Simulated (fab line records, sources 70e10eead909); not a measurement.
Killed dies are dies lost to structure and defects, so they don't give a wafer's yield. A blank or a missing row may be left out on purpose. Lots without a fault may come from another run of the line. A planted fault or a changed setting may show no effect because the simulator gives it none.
fab line records | flow nand_harc | part 1 of 2: steps 1 to 4 of 6
record lots=21 wafers=63 last_day=24
route steps=1159 shown A_STAIRCASE@548
lots that met no fault: from a run of the same line without faults
start_h: hours from the record's first day to the start of the lot's first wafer shown | wait_h: hours since the lot's step before | " the same as in the row above | L1.1+2: a row that stands for several wafers | - no value, or no start given | * or withheld: withheld | < > ~ a bound
route shown NAME@n: a module of which the file shows steps, and the number in the route of the first | usual: mean/standard deviation of fault-free wafers | same: alike in all rows | chamber/n: place in a boat | sites: the reading at each site | _std_site: their standard deviation | _edge_site: outer sites' mean less inner sites' | radius_mm: how far each site lies from the wafer's centre | mask NAME#n: copy n | behind: the tool/chamber that last shaped the wafer | hold: why the lot was held/for how many hours/how that ended | device: the transistor (n, p or np) that didn't switch | end of line: the same wafers' tests at the end of the route | a step without rows: its recipe alone | killed: dies lost to structure and defects at the first sort, not the wafer's yield | map: a wafer's dies, x killed, . not, _ none there
set.NAME: the setting as run; set.NAME@STEP: as run at that earlier step | model.NAME: the simulator's own value behind a step, which no gauge read
steps of the route over a sample of lots; a table a step, a row a wafer
services: from which hour (start_h, from the record's first day; less than 0 if before it) a tool's chamber was out of use, for how many hours, and why
## steps
# step NHARC_A_STAIRCASE_TRIM_12
# recipe time_s=211.2 o2_flow_sccm=500 ar_flow_sccm=0 bias_w=0 chemistry=O2
# usual drypump_motor_current_A=5.59/0.3 oes_product_au=0.995/0.0093 rf_vpp_V=57.7/0.81 showerhead_plenum_p_Torr=3.49/0.13 throttle_valve_pct=17.037/0.0092
# same time_s=211.2
# columns lot.wafer tool chamber start_h wait_h drypump_motor_current_A oes_product_au rf_hours_counter_h rf_vpp_V showerhead_plenum_p_Torr throttle_valve_pct
L075.3 rie_diel-01 2 232.10 0.1 5.70 1.008 32 59.2 3.62 17.020
L075.4 " 0 " " 5.52 1.004 32 58.2 3.54 17.043
L075.6 " 2 " " 5.69 0.993 - 57.1 3.62 17.040
L074.1 rie_diel-09 2 235.52 0.3 5.61 1.009 56 57.2 3.39 17.024
L074.4 " 1 " " 5.58 0.999 57 58.1 3.54 17.029
L074.6 " 2 " " 5.63 1.007 - 57.4 3.38 17.031
L077.1 rie_diel-09 2 249.45 0.1 5.61 1.013 59 59.3 3.38 17.031
L077.3 " 3 " " 6.04 1.003 57 58.2 3.63 17.038
L077.4 " 1 " " 5.58 0.998 60 57.6 3.54 17.037
L076.3 rie_diel-08 2 249.73 0.1 5.55 1.007 45 58.7 3.64 17.028
L076.6 " 2 " " 5.56 1.011 - 58.7 3.64 17.032
L076.5 " 3 " " 5.80 0.989 - 58.4 3.33 17.044
L078.4 rie_diel-08 2 266.64 0.1 5.58 1.012 51 56.5 3.64 17.039
L078.6 " 1 " " 5.44 0.993 - 58.5 3.49 17.029
L078.5 " 2 " " 5.58 1.023 - 57.6 3.64 17.033
L079.1 rie_diel-09 1 266.88 0.1 5.60 0.975 0 57.5 3.54 17.028
L079.5 " 0 " " 4.92 1.010 - 57.6 3.46 17.042
L079.6 " 1 " " 5.59 0.978 - 57.7 3.54 17.023
L080.3 rie_diel-09 2 271.70 0.1 5.63 0.999 2 57.5 3.38 17.025
L080.2 " 3 " " 6.05 0.989 2 57.5 3.63 17.044
L080.4 " 0 " " 4.95 0.999 2 57.9 3.46 17.036
L081.1 rie_diel-08 3 282.51 0.1 5.79 0.992 58 56.3 3.32 17.032
L081.6 " 0 " " 5.79 0.982 - 58.6 3.35 17.029
L081.5 " 1 " " 5.44 0.986 - 57.2 3.49 17.027
L082.1 rie_diel-09 3 282.96 0.1 6.03 0.989 7 59.7 3.63 17.029
L082.4 " 1 " " 5.57 0.991 - 56.0 3.53 17.038
L082.5 " 3 " " 6.00 0.982 - 58.1 3.63 17.035
L084.2 rie_diel-09 1 292.34 0.1 5.60 0.979 10 56.5 3.53 17.041
L084.3 " 2 " " 5.60 0.988 7 57.7 3.38 17.025
L084.4 " 3 " " 6.05 0.971 12 57.8 3.63 17.019
L083.1 rie_diel-01 3 292.74 0.1 5.06 0.998 52 59.0 3.65 17.052
L083.3 " 1 " " 5.67 1.018 55 58.4 3.78 17.028
L083.5 " 3 " " 5.05 1.000 - 57.3 3.65 17.034
L087.1 rie_diel-08 2 316.84 0.1 5.54 1.001 2 57.9 3.63 17.019
L087.2 " 3 " " 5.80 0.999 2 58.6 3.31 17.041
L087.4 " 0 " " 5.77 0.988 2 57.9 3.34 17.047
L086.2 rie_diel-09 3 317.26 0.2 6.02 0.994 22 58.6 3.62 17.043
L086.5 " 0 " " 4.95 1.003 - 57.6 3.45 17.041
L086.6 " 1 " " 5.60 0.985 - 58.4 3.53 17.038
L085.3 rie_diel-08 2 317.28 0.1 5.57 0.998 2 58.2 3.63 17.034
L085.2 " 3 " " 5.76 0.993 2 57.5 3.31 17.060
L085.5 " 1 " " 5.45 0.996 - 58.6 3.48 17.041
L089.4 rie_diel-09 3 323.69 0.2 6.03 0.980 25 57.9 3.62 17.035
L089.2 " 0 " " 4.95 1.011 24 58.7 3.45 17.022
L089.5 " 3 " " 6.03 0.980 - 58.0 3.62 17.040
L090.3 rie_diel-08 1 333.68 0.2 5.46 0.991 9 56.8 3.48 17.047
L090.1 " 3 " " 5.79 0.987 9 57.6 3.31 17.049
L090.5 " 2 " " 5.57 0.999 - 57.3 3.63 17.053
L091.3 rie_diel-09 2 333.70 0.1 5.62 0.999 21 57.0 3.37 17.057
L091.6 " 2 " " 5.63 0.996 - 56.2 3.37 17.035
L091.5 " 3 " " 6.04 0.982 - 58.5 3.62 17.040
L093.4 rie_diel-08 2 351.37 0.2 5.58 1.007 16 57.7 3.63 17.018
L093.1 " 1 " " 5.42 1.012 17 57.6 3.48 17.042
L093.6 " 3 " " 5.78 0.991 - 56.6 3.31 17.018
L096.4 rie_diel-01 2 360.06 0.1 5.70 0.994 14 56.8 3.59 17.029
L096.1 " 3 " " 5.04 0.996 5 57.8 3.64 17.050
L096.6 " 2 " " 5.70 0.989 - 57.6 3.60 17.025
L095.3 rie_diel-08 1 364.11 0.1 5.48 0.997 21 57.7 3.47 17.046
L095.6 " 3 " " 5.76 1.000 - 58.2 3.30 17.037
L095.5 " 0 " " 5.82 0.987 - 57.5 3.33 17.053
L097.4 rie_diel-08 1 383.72 0.1 5.48 0.996 30 57.5 3.47 17.040
L097.3 " 2 " " 5.56 0.994 27 59.0 3.62 17.044
L097.5 " 0 " " 5.80 0.988 - 58.2 3.33 17.031
# step NHARC_A_STAIRCASE_ETCH_19
# recipe target_depth_a=1000 time_s=40.5 ion_energy_ev=400 c4f8_flow_sccm=20 o2_flow_sccm=10 ar_flow_sccm=withheld rf_w=600 bias_w=1000 chemistry=C4F8/O2
# usual oes_product_au=0.937/0.012 rf_vpp_V=894/4.6
# same time_s=40.5
# columns lot.wafer tool chamber start_h wait_h oes_product_au rf_hours_counter_h rf_vpp_V
L075.3 rie_diel-01 2 - - 0.935 32 899
L075.4 " 3 " " 0.933 26 901
L075.6 " 3 " " 0.932 - 900
L074.4 rie_diel-09 3 - - 0.949 55 899
L074.1 " 2 " " 0.956 57 891
L074.6 " 3 " " 0.942 - 900
L077.3 rie_diel-09 3 - - 0.941 57 900
L077.1 " 1 " " 0.938 60 897
L077.4 " 0 " " 0.944 - 892
L076.3 rie_diel-08 2 - - 0.960 45 900
L076.5 " 1 " " 0.958 - 894
L076.6 " 2 " " 0.963 - 898
L078.4 rie_diel-08 0 - - 0.936 46 890
L078.5 " 1 " " 0.954 - 896
L078.6 " 2 " " 0.958 - 899
L079.1 rie_diel-09 0 - - 0.944 1 893
L079.6 " 1 " " 0.937 - 897
L079.5 " 2 " " 0.952 - 891
L080.2 rie_diel-09 2 - - 0.936 4 891
L080.3 " 3 " " 0.929 5 898
L080.4 " 0 " " 0.936 4 892
L081.1 rie_diel-08 1 - - 0.944 59 894
L081.6 " 1 " " 0.941 - 895
L081.5 " 0 " " 0.928 - 890
L082.1 rie_diel-09 1 - - 0.931 8 895
L082.5 " 1 " " 0.934 - 896
L082.4 " 3 " " 0.933 - 900
L084.2 rie_diel-09 3 - - 0.920 13 900
L084.4 " 0 " " 0.938 12 893
L084.3 " 1 " " 0.936 11 896
L083.1 rie_diel-01 3 - - 0.932 52 901
L083.3 " 1 " " 0.932 55 905
L083.5 " 2 " " 0.920 - 898
L087.4 rie_diel-08 3 - - 0.948 3 888
L087.1 " 0 " " 0.931 3 889
L087.2 " 1 " " 0.934 2 895
L086.2 rie_diel-09 3 - - 0.920 22 899
L086.6 " 0 " " 0.933 - 894
L086.5 " 1 " " 0.945 - 897
L085.2 rie_diel-08 2 - - 0.929 3 901
L085.3 " 3 " " 0.928 3 889
L085.5 " 2 " " 0.934 - 900
L089.4 rie_diel-09 2 - - 0.963 18 891
L089.2 " 3 " " 0.952 26 900
L089.5 " 2 " " 0.966 - 890
L091.3 rie_diel-09 1 - - 0.947 29 895
L091.5 " 1 " " 0.943 - 896
L091.6 " 2 " " 0.935 - 890
L090.1 rie_diel-08 3 - - 0.919 11 888
L090.3 " 0 " " 0.913 11 889
L090.5 " 2 " " 0.927 - 900
L093.4 rie_diel-08 0 - - 0.923 18 889
L093.1 " 3 " " 0.922 17 887
L093.6 " 1 " " 0.940 - 893
L096.1 rie_diel-01 0 - - 0.942 14 894
L096.4 " 2 " " 0.945 14 898
L096.6 " 3 " " 0.950 - 899
L095.3 rie_diel-08 3 - - 0.946 20 888
L095.5 " 3 " " 0.935 - 889
L095.6 " 0 " " 0.942 - 889
L097.4 rie_diel-08 3 - - 0.923 31 888
L097.3 " 0 " " 0.918 32 887
L097.5 " 3 " " 0.921 - 886
# step NHARC_A_STAIRCASE_TRIM_20
# recipe time_s=211.2 o2_flow_sccm=500 ar_flow_sccm=0 bias_w=0 chemistry=O2
# usual drypump_motor_current_A=5.57/0.28 oes_product_au=0.994/0.01 rf_vpp_V=57.6/0.87 showerhead_plenum_p_Torr=3.48/0.13 throttle_valve_pct=17.036/0.0088
# same time_s=211.2
# columns lot.wafer tool chamber start_h wait_h drypump_motor_current_A oes_product_au rf_hours_counter_h rf_vpp_V showerhead_plenum_p_Torr throttle_valve_pct
L075.4 rie_diel-01 2 233.12 0.1 5.68 1.010 32 56.8 3.62 17.020
L075.3 " 0 " " 5.52 1.018 32 58.4 3.54 17.032
L075.6 " 2 " " 5.68 1.006 - 58.7 3.62 17.038
L074.4 rie_diel-01 3 236.95 0.1 5.01 0.992 28 57.2 3.66 17.028
L074.1 " 1 " " 5.60 0.993 32 58.1 3.79 17.021
L074.6 " 2 " " 5.69 1.012 - 58.5 3.62 17.033
L077.3 rie_diel-09 1 250.59 0.1 5.58 0.999 61 58.7 3.54 17.023
L077.1 " 3 " " 6.03 0.992 57 59.9 3.63 17.030
L077.4 " 1 " " 5.60 0.986 - 58.4 3.54 17.050
L076.3 rie_diel-08 0 250.76 0.1 5.80 0.983 41 56.9 3.35 17.037
L076.6 " 0 " " 5.79 0.981 - 58.2 3.35 17.040
L076.5 " 1 " " 5.44 1.000 - 58.1 3.50 17.041
L078.4 rie_diel-08 0 267.72 0.1 5.80 0.989 46 57.5 3.35 17.019
L078.6 " 1 " " 5.46 1.015 - 58.2 3.49 17.037
L078.5 " 2 " " 5.58 1.017 - 57.5 3.64 17.050
L079.1 rie_diel-09 3 267.93 0.1 6.03 0.985 1 57.2 3.63 17.031
L079.5 " 1 " " 5.60 0.974 - 56.6 3.54 17.032
L079.6 " 2 " " 5.61 0.997 - 55.9 3.38 17.033
L080.3 rie_diel-08 2 274.40 0.1 5.57 1.025 54 58.3 3.64 17.038
L080.2 " 3 " " 5.78 0.989 54 58.2 3.32 17.032
L080.4 " 0 " " 5.78 0.985 48 56.7 3.35 17.039
L081.1 rie_diel-08 1 283.67 0.1 5.44 0.994 60 57.2 3.49 17.039
L081.6 " 0 " " 5.79 0.968 - 58.5 3.35 17.051
L081.5 " 3 " " 5.77 0.981 - 56.3 3.32 17.030
L082.1 rie_diel-08 0 285.07 0.1 5.83 0.984 53 57.3 3.35 17.040
L082.5 " 3 " " 5.77 0.976 - 56.0 3.32 17.036
L082.4 " 1 " " 5.45 0.990 - 57.7 3.49 17.054
L084.3 rie_diel-08 0 293.64 0.1 5.79 0.975 58 58.7 3.35 17.030
L084.2 " 3 " " 5.79 0.981 64 55.8 3.32 17.038
L084.4 " 1 " " 5.47 0.992 - 56.1 3.49 17.046
L083.1 rie_diel-09 1 294.33 0.1 5.58 0.993 11 57.9 3.53 17.033
L083.3 " 0 " " 4.89 0.999 13 58.0 3.45 17.044
L083.5 " 2 " " 5.60 0.996 - 58.3 3.38 17.048
L087.2 rie_diel-08 2 317.98 0.1 5.57 1.001 3 58.4 3.63 17.035
L087.1 " 3 " " 5.78 0.990 3 57.5 3.31 17.041
L087.4 " 0 " " 5.84 0.982 3 57.4 3.34 17.031
L086.2 rie_diel-08 0 318.54 0.2 5.82 0.992 3 57.5 3.34 17.055
L086.5 " 2 " " 5.58 1.015 - 58.4 3.63 17.040
L086.6 " 3 " " 5.76 0.996 - 56.0 3.31 17.031
L085.2 rie_diel-09 1 318.90 0.1 5.58 0.985 21 57.2 3.53 17.049
L085.3 " 3 " " 6.03 0.989 23 57.7 3.62 17.033
L085.5 " 1 " " 5.59 0.987 - 58.1 3.53 17.034
L089.2 rie_diel-08 3 325.27 0.1 5.78 0.998 6 57.6 3.31 17.049
L089.4 " 1 " " 5.41 0.999 5 57.8 3.48 17.029
L089.5 " 3 " " 5.77 0.991 - 56.9 3.31 17.054
L091.3 rie_diel-09 3 335.48 0.2 6.02 0.988 30 57.7 3.62 17.041
L091.6 " 0 " " 4.94 1.002 - 58.8 3.44 17.025
L091.5 " 1 " " 5.55 0.992 - 57.8 3.52 17.031
L090.3 rie_diel-09 0 336.02 0.1 4.91 1.006 30 56.9 3.44 17.032
L090.1 " 2 " " 5.62 0.997 23 56.7 3.37 17.043
L090.5 " 0 " " 4.93 0.999 - 58.3 3.44 17.042
L093.4 rie_diel-01 1 353.37 0.2 5.62 0.994 11 58.9 3.76 17.039
L093.1 " 2 " " 5.70 0.989 11 57.4 3.60 17.020
L093.6 " 0 " " 5.49 1.000 - 58.2 3.52 17.055
L096.4 rie_diel-08 0 361.13 0.1 5.80 0.985 20 58.2 3.33 17.028
L096.1 " 3 " " 5.77 0.989 19 57.7 3.30 17.031
L096.6 " 1 " " 5.42 0.991 - 57.5 3.47 17.044
L095.3 rie_diel-08 3 365.26 0.1 5.78 0.986 21 56.8 3.30 17.038
L095.6 " 0 " " 5.79 1.002 - 56.2 3.33 17.042
L095.5 " 1 " " 5.44 0.992 - 57.8 3.47 17.032
L097.4 rie_diel-08 3 385.52 0.1 5.77 0.996 31 58.0 3.30 17.032
L097.3 " 2 " " 5.59 0.996 27 56.5 3.62 17.038
L097.5 " 3 " " 5.78 0.984 - 56.9 3.30 17.034
# step NHARC_A_STAIRCASE_TRIM_22
# recipe time_s=211.2 o2_flow_sccm=500 ar_flow_sccm=0 bias_w=0 chemistry=O2
# usual drypump_motor_current_A=5.59/0.27 oes_product_au=0.995/0.01 rf_vpp_V=57.8/0.88 showerhead_plenum_p_Torr=3.49/0.13 throttle_valve_pct=17.037/0.0083
# same time_s=211.2
# columns lot.wafer tool chamber start_h wait_h drypump_motor_current_A oes_product_au rf_hours_counter_h rf_vpp_V showerhead_plenum_p_Torr throttle_valve_pct
L075.4 rie_diel-01 0 - - 5.52 1.006 33 57.0 3.54 17.041
L075.3 " 2 " " 5.70 1.003 32 58.1 3.62 17.037
L075.6 " 3 " " 5.04 0.991 - 58.4 3.66 17.043
L074.4 rie_diel-01 2 - - 5.70 1.010 35 58.7 3.62 17.053
L074.1 " 3 " " 5.01 0.992 29 59.2 3.66 17.057
L074.6 " 2 " " 5.69 1.011 - 58.2 3.62 17.035
L077.3 rie_diel-09 0 - - 4.92 1.012 58 57.6 3.46 17.043
L077.1 " 3 " " 6.04 1.000 57 58.3 3.63 17.030
L077.4 " 0 " " 4.94 1.008 - 57.1 3.46 17.029
L076.3 rie_diel-08 3 - - 5.77 0.994 46 56.4 3.33 17.037
L076.5 " 1 " " 5.47 1.005 - 58.6 3.50 17.040
L076.6 " 2 " " 5.58 1.018 - 56.6 3.64 17.023
L078.4 rie_diel-08 0 - - 5.80 0.995 46 57.2 3.35 17.036
L078.6 " 1 " " 5.44 1.001 - 58.2 3.49 17.036
L078.5 " 2 " " 5.58 1.006 - 59.8 3.64 17.053
L079.1 rie_diel-09 2 - - 5.60 0.990 1 56.7 3.38 17.046
L079.6 " 2 " " 5.61 1.002 - 57.4 3.38 17.031
L079.5 " 3 " " 6.05 0.993 - 57.5 3.63 17.038
L080.2 rie_diel-08 3 - - 5.80 0.981 54 58.5 3.32 17.038
L080.4 " 0 " " 5.79 0.973 48 57.3 3.35 17.038
L080.3 " 1 " " 5.41 0.995 55 57.1 3.49 17.050
L081.1 rie_diel-08 3 - - 5.77 0.984 59 58.2 3.32 17.021
L081.5 " 1 " " 5.41 0.989 - 58.3 3.49 17.033
L081.6 " 0 " " 5.84 0.968 - 57.9 3.35 17.049
L082.1 rie_diel-08 1 - - 5.43 0.995 60 56.7 3.49 17.028
L082.5 " 3 " " 5.78 0.981 - 58.6 3.32 17.018
L082.4 " 1 " " 5.41 0.987 - 57.2 3.49 17.044
L084.2 rie_diel-08 1 - - 5.46 0.994 65 57.5 3.49 17.040
L084.3 " 0 " " 5.80 0.981 58 57.8 3.35 17.034
L084.4 " 3 " " 5.76 0.983 - 58.7 3.32 17.044
L083.1 rie_diel-09 2 - - 5.62 0.994 9 58.7 3.38 17.032
L083.3 " 3 " " 6.02 0.983 14 58.7 3.62 17.036
L083.5 " 0 " " 4.98 0.999 - 57.4 3.45 17.031
L087.4 rie_diel-08 1 - - 5.44 1.000 3 57.2 3.48 17.025
L087.1 " 2 " " 5.59 0.991 3 57.5 3.63 17.039
L087.2 " 0 " " 5.79 0.990 3 58.2 3.34 17.050
L086.2 rie_diel-08 1 - - 5.43 0.997 3 57.8 3.48 17.030
L086.5 " 2 " " 5.57 1.003 - 59.9 3.63 17.030
L086.6 " 3 " " 5.80 0.969 - 57.0 3.31 17.037
L085.2 rie_diel-09 2 - - 5.60 1.010 15 56.4 3.37 17.040
L085.3 " 3 " " 6.04 0.998 23 57.4 3.62 17.032
L085.5 " 2 " " 5.60 1.003 - 58.2 3.38 17.038
L089.4 rie_diel-08 3 - - 5.79 0.977 6 56.8 3.31 17.051
L089.2 " 0 " " 5.81 0.994 6 57.3 3.34 17.026
L089.5 " 3 " " 5.78 0.990 - 57.3 3.31 17.029
L091.3 rie_diel-09 3 - - 6.06 0.986 30 56.5 3.61 17.028
L091.6 " 2 " " 5.60 0.990 - 58.9 3.37 17.061
L091.5 " 3 " " 6.07 0.994 - 56.6 3.61 17.040
L090.1 rie_diel-09 1 - - 5.59 0.996 30 57.5 3.52 17.030
L090.3 " 2 " " 5.65 1.004 24 56.9 3.37 17.046
L090.5 " 0 " " 4.95 1.007 - 58.0 3.44 17.033
L093.1 rie_diel-01 0 - - 5.51 0.998 12 58.3 3.52 17.036
L093.4 " 3 " " 5.03 0.998 3 57.1 3.64 17.048
L093.6 " 1 " " 5.60 1.003 - 60.2 3.76 17.043
L096.1 rie_diel-08 3 - - 5.77 0.994 19 57.7 3.30 17.029
L096.4 " 0 " " 5.77 0.988 20 56.3 3.33 17.033
L096.6 " 1 " " 5.43 0.998 - 58.3 3.47 17.043
L095.3 rie_diel-08 3 - - 5.77 0.997 21 57.4 3.30 17.029
L095.6 " 0 " " 5.79 0.992 - 57.3 3.33 17.039
L095.5 " 1 " " 5.42 1.002 - 58.2 3.47 17.035
L097.3 rie_diel-08 1 - - 5.45 0.980 31 57.5 3.47 17.031
L097.4 " 2 " " 5.58 0.997 27 57.7 3.62 17.041
L097.5 " 3 " " 5.77 0.980 - 56.9 3.30 17.052
